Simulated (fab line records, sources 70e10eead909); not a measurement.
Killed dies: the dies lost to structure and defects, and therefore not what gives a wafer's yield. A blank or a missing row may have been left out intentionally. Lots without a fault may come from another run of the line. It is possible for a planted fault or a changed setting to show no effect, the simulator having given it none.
Chamber matching ; flow nand-harc ; NHARC_A_CHANNEL_HOLE_D1_ETCH_38 on rie-diel-01: 4 sister chambers
The step etches the open film in CF4, target depth 39 nm, time 65 s. 4 wafers are shown with their chamber, then 12 later ones without.

WAFERS, EACH WITH ITS CHAMBER
wafer;chamber;drypump-motor-current-A (A)
L088.1;1;5.3
L093.1;0;5.6
L093.2;2;5.3
L093.3;3;5.4

WAFERS WITHOUT THEIR CHAMBER
wafer;drypump-motor-current-A (A)
L092.2;5.3
L092.3;5.4
L092.6;5.4
L095.2;5.3
L095.4;5.4
L095.6;5.3
L096.2;5.3
L096.3;5.3
L096.5;5.5
L097.1;5.5
L097.2;5.4
L097.6;5.4

THE CHAMBER EACH PASSED THROUGH
wafer;from the rows above;in truth
L092.2;can't be placed: 1 or 2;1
L092.3;3;3
L092.6;3;3
L095.2;can't be placed: 1 or 2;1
L095.4;3;3
L095.6;can't be placed: 1 or 2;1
L096.2;can't be placed: 1 or 2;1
L096.3;can't be placed: 1 or 2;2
L096.5;can't be placed: 0 or 3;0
L097.1;can't be placed: 0 or 3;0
L097.2;3;3
L097.6;3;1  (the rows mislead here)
Placed correctly: 4 of 12. Can't be placed from these rows: 7 (the true chamber is among the candidates in 7). Wrongly placed: 1.
How it was worked out, from the rows above alone: a wafer's distance from a chamber is the root of the sum, over the readings, of the square of ((its reading less the chamber's mean) divided by the reading's scatter). If the next closest chamber is less than 2 further off than the closest, the wafer can't be placed; otherwise it belongs to the closest. Each chamber's mean is taken over the wafers shown for it. The scatter: root of mean squared gap, hidden wafer to nearest shown wafer, with one shown wafer a chamber.
